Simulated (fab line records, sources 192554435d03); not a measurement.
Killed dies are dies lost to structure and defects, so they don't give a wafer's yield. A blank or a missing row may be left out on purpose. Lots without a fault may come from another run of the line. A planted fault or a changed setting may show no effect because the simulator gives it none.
Which tool did it? | flow n5_finfet | 10 lots, 29 wafers sampled, at 6 steps of a route of 1938

WHAT THE GAUGES READ, wafer by wafer
N5_BEOL_M3_THK_MEAS_01. Usual: M3_ILD_THK 79.4 nm, standard deviation 1.1.
lot  | measured     | on            | M3_ILD_THK (nm) | flag
L230 | day 7 18:01  | film_metro-02 | 78.6 79.0 80.9  |
L231 | day 7 21:29  | film_metro-02 | 79.6 77.6 80.5  |
L232 | day 8 01:55  | film_metro-02 | 79.2 79.3 79.1  |
L233 | day 8 07:44  | film_metro-01 | 77.8 79.2 79.5  |
L242 | day 10 20:58 | film_metro-02 | 93.6 79.4       | OFF
L245 | day 10 22:14 | film_metro-02 | 79.3 77.7 80.1  |
L246 | day 11 03:32 | film_metro-01 | 78.9 81.3 79.5  |
L248 | day 12 06:25 | film_metro-02 | 77.5 78.2 80.9  |
L251 | day 13 06:29 | film_metro-01 | 77.3 79.1 79.0  |
L253 | day 13 20:57 | film_metro-02 | 80.5 79.2 78.7  |

N5_BEOL_M4_RC_MEAS_101. Usual: DIBL_N 36.1 mV/V, standard deviation 1.6; DIBL_P 35.8 mV/V, standard deviation 2; IOFF_N 0.157 nA/um, standard deviation 0.029; IOFF_P 0.21 nA/um, standard deviation 0.034; ION_N 677 uA/um, standard deviation 13; ION_P 465 uA/um, standard deviation 8.1; SS_N 71.3 mV/dec, standard deviation 0.61; SS_P 73.2 mV/dec, standard deviation 0.65; VT_N 249 mV, standard deviation 3.3; VT_P -250 mV, standard deviation 3.2.
lot  | measured     | on        | DIBL_N (mV/V)  | DIBL_P (mV/V)  | IOFF_N (nA/um)    | IOFF_P (nA/um) | ION_N (uA/um) | ION_P (uA/um) | SS_N (mV/dec)  | SS_P (mV/dec)  | VT_N (mV)   | VT_P (mV)      | flag
L230 | day 9 13:23  | prober-02 | 37.6 35.0 36.7 | 37.7 34.2 37.0 | 0.208 0.148 0.181 | 0.24 0.19 0.23 | 694 678 676   | 467 468 460   | 71.5 71.5 71.1 | 74.4 73.2 73.8 | 245 247 247 | -250 -250 -248 |
L231 | day 9 16:58  | prober-02 | 36.0 39.0 35.8 | 33.8 39.3 34.8 | 0.128 0.195 0.135 | 0.19 0.27 0.20 | 644 685 658   | 452 472 451   | 70.7 71.7 71.0 | 72.8 73.7 73.5 | 254 249 253 | -255 -247 -252 |
L232 | day 9 19:17  | prober-02 | 40.0 35.2 35.3 | 39.3 33.5 33.8 | 0.244 0.147 0.142 | 0.29 0.18 0.19 | 701 679 672   | 475 459 459   | 72.2 70.7 71.1 | 74.9 73.0 73.3 | 244 249 251 | -246 -251 -251 |
L233 | day 10 01:29 | prober-01 | 33.4 35.9 33.6 | 31.8 34.4 31.7 | 0.111 0.152 0.112 | 0.16 0.20 0.16 | 658 693 679   | 455 473 467   | 70.3 70.8 70.9 | 72.7 72.9 72.5 | 254 248 253 | -255 -249 -254 |
L242 | day 12 11:02 | prober-02 | 36.2 37.6      | 37.6 39.2      | 0.172 0.200       | 0.23 0.27      | 702 708       | 483 481       | 71.0 72.1      | 73.5 74.2      | 249 245     | -249 -250      |
L245 | day 12 12:54 | prober-01 | 38.0 34.2 36.3 | 38.6 34.1 35.9 | 0.177 0.116 0.141 | 0.21 0.15 0.18 | 685 669 666   | 464 459 455   | 71.6 70.7 71.8 | 73.8 71.3 72.8 | 247 253 254 | -251 -256 -251 |
L246 | day 13 04:33 | prober-01 | 33.9 35.4 35.3 | 34.0 34.9 35.1 | 0.114 0.128 0.133 | 0.19 0.20 0.21 | 666 654 672   | 461 456 468   | 70.4 70.9 70.9 | 73.0 72.7 72.8 | 253 254 252 | -250 -251 -250 |
L248 | day 14 01:10 | prober-01 | 34.8 35.3 35.4 | 34.1 34.8 35.1 | 0.139 0.144 0.147 | 0.19 0.19 0.20 | 680 671 667   | 466 457 456   | 70.9 70.9 71.1 | 72.9 72.8 73.9 | 250 251 249 | -251 -251 -253 |
L251 | day 14 09:38 | prober-02 | 36.3 34.6 37.7 | 36.8 35.0 38.3 | 0.149 0.125 0.171 | 0.21 0.17 0.22 | 681 665 680   | 467 463 469   | 71.3 71.1 71.8 | 72.9 73.0 73.6 | 248 251 250 | -253 -256 -250 |
L253 | day 15 06:53 | prober-02 | 37.4 37.5 36.9 | 38.5 37.4 37.8 | 0.181 0.181 0.172 | 0.25 0.24 0.24 | 683 694 696   | 464 476 480   | 72.0 72.1 71.8 | 73.1 73.9 73.8 | 248 246 249 | -249 -248 -249 |

WHICH TOOL RAN EACH LOT (tool, then ch and the chambers of the sampled wafers, then the start)
lot  | N5_BEOL_M2_SPUTTER_90        | N5_BEOL_M2_ANNEAL_91         | N5_BEOL_M2_ANNEAL_93         | N5_BEOL_M3_ILD_DEP_00
L230 | pvd_sputter-02, day 7 15:50  | pvd_sputter-02, day 7 15:55  | pvd_sputter-02, day 7 16:08  | pecvd-03 ch 0,1,2, day 7 17:56
L231 | pvd_sputter-03, day 7 19:34  | pvd_sputter-03, day 7 19:39  | pvd_sputter-03, day 7 19:52  | pecvd-03 ch 0,1,2, day 7 21:25
L232 | pvd_sputter-03, day 7 21:25  | pvd_sputter-03, day 7 21:29  | pvd_sputter-03, day 7 21:43  | pecvd-01 ch 1,2, day 8 01:50
L233 | pvd_sputter-02, day 8 01:00  | pvd_sputter-02, day 8 01:05  | pvd_sputter-02, day 8 01:18  | pecvd-01 ch 1,2, day 8 07:38
L242 | pvd_sputter-03, day 10 19:07 | pvd_sputter-03, day 10 19:12 | pvd_sputter-03, day 10 19:25 | pecvd-01 ch 0, day 10 20:53
L245 | pvd_sputter-02, day 10 20:18 | pvd_sputter-02, day 10 20:23 | pvd_sputter-02, day 10 20:36 | pecvd-03 ch 1,2, day 10 22:10
L246 | pvd_sputter-03, day 11 01:41 | pvd_sputter-03, day 11 01:46 | pvd_sputter-03, day 11 01:59 | pecvd-03 ch 0,1,2, day 11 03:28
L248 | pvd_sputter-03, day 12 04:34 | pvd_sputter-03, day 12 04:38 | pvd_sputter-03, day 12 04:52 | pecvd-03 ch 0,1,2, day 12 06:20
L251 | pvd_sputter-03, day 13 04:38 | pvd_sputter-03, day 13 04:43 | pvd_sputter-03, day 13 04:56 | pecvd-01 ch 0,2, day 13 06:25
L253 | pvd_sputter-02, day 13 19:07 | pvd_sputter-02, day 13 19:11 | pvd_sputter-02, day 13 19:25 | pecvd-03 ch 0,1,2, day 13 20:53
- N5_BEOL_M2_SPUTTER_90: material Cu, target thk 4.5 nm, time 8.29 s.
- N5_BEOL_M2_ANNEAL_91: time 240 s.
- N5_BEOL_M2_ANNEAL_93: time 240 s.
- N5_BEOL_M3_ILD_DEP_00: deposits SiOC from DEMS/O2, target thk 79 nm, time 15.3 s.

WHAT THE TOOLS THEMSELVES READ (means of the sampled wafers that have a number; where no wafer has one, the mark that the record gives instead)
N5_BEOL_M2_SPUTTER_90. Usual: chuck_gas_flow_sccm 1.26 sccm, standard deviation 0.052; substrate_temp_c -20.00 C, standard deviation 0.097; throttle_valve_pct 29.8 %, standard deviation 1.3.
lot  | tool           | chuck_gas_flow_sccm (sccm) | substrate_temp_c (C) | throttle_valve_pct (%) | flag
L230 | pvd_sputter-02 | 1.22                       | -20.01               | 29.3                   |
L231 | pvd_sputter-03 | 1.29                       | -19.84               | 30.2                   |
L232 | pvd_sputter-03 | 1.23                       | -19.91               | 29.7                   |
L233 | pvd_sputter-02 | 1.26                       | -20.01               | 30.0                   |
L242 | pvd_sputter-03 | 1.28                       | -19.95               | 29.6                   |
L245 | pvd_sputter-02 | 1.30                       | -19.99               | 29.6                   |
L246 | pvd_sputter-03 | 1.29                       | -19.99               | 29.1                   |
L248 | pvd_sputter-03 | 1.22                       | -19.99               | 30.3                   |
L251 | pvd_sputter-03 | 1.27                       | -20.13               | 28.7                   |
L253 | pvd_sputter-02 | 1.30                       | -20.02               | 30.1                   |

N5_BEOL_M2_ANNEAL_91. Usual: heater_power_w 780 W, standard deviation 74.
lot  | tool           | heater_power_w (W) | flag
L230 | pvd_sputter-02 | 798                |
L231 | pvd_sputter-03 | 758                |
L232 | pvd_sputter-03 | 793                |
L233 | pvd_sputter-02 | 694                |
L242 | pvd_sputter-03 | 787                |
L245 | pvd_sputter-02 | 822                |
L246 | pvd_sputter-03 | 793                |
L248 | pvd_sputter-03 | 746                |
L251 | pvd_sputter-03 | 788                |
L253 | pvd_sputter-02 | 788                |

N5_BEOL_M2_ANNEAL_93. Usual: heater_power_w 779 W, standard deviation 71.
lot  | tool           | heater_power_w (W) | flag
L230 | pvd_sputter-02 | 794                |
L231 | pvd_sputter-03 | 751                |
L232 | pvd_sputter-03 | 783                |
L233 | pvd_sputter-02 | 692                |
L242 | pvd_sputter-03 | 790                |
L245 | pvd_sputter-02 | 808                |
L246 | pvd_sputter-03 | 806                |
L248 | pvd_sputter-03 | 756                |
L251 | pvd_sputter-03 | 797                |
L253 | pvd_sputter-02 | 782                |

N5_BEOL_M3_ILD_DEP_00. Usual: heater_power_w 462 W, standard deviation 52; showerhead_plenum_p_Torr 5.696 Torr, standard deviation 0.013; throttle_valve_pct 12.2 %, standard deviation 1.
lot  | tool     | heater_power_w (W) | showerhead_plenum_p_Torr (Torr) | throttle_valve_pct (%) | flag
L230 | pecvd-03 | 494                | 5.699                           | 12.6                   |
L231 | pecvd-03 | 477                | 5.696                           | 12.6                   |
L232 | pecvd-01 | 405                | 5.699                           | 12.1                   |
L233 | pecvd-01 | 431                | 5.695                           | 11.6                   |
L242 | pecvd-01 | 414                | 5.697                           | 11.5                   |
L245 | pecvd-03 | 412                | 5.692                           | 12.5                   |
L246 | pecvd-03 | 443                | 5.697                           | 12.7                   |
L248 | pecvd-03 | 494                | 5.696                           | 12.7                   |
L251 | pecvd-01 | 405                | 5.708                           | 11.1                   |
L253 | pecvd-03 | 485                | 5.703                           | 12.8                   |

THE ANSWER, worked out from the rows above alone
Rule: a lot is off if the mean of its wafers that have a number lies more than 3 standard deviations from the usual mean. A lot without any number at a reading at which 4 lots or more have one is off too. The other lots that the step has rows for count as sound. The gauges are gone through in route order, then the tools' own readings, and for those a lot's mean is taken as printed above. The first step at which some lot is off is used, and at that step the reading that is off furthest; a lot without a number counts as furthest.
Off: L242, at N5_BEOL_M3_THK_MEAS_01 (M3_ILD_THK).
A tool fits if, at a process step before that reading, it ran every lot that is off, and no sound lot after the first of them. The gauges at N5_BEOL_M3_THK_MEAS_01 are tried like those tools. None of those tried fits.

WHAT THE SIMULATOR HAD PUT IN
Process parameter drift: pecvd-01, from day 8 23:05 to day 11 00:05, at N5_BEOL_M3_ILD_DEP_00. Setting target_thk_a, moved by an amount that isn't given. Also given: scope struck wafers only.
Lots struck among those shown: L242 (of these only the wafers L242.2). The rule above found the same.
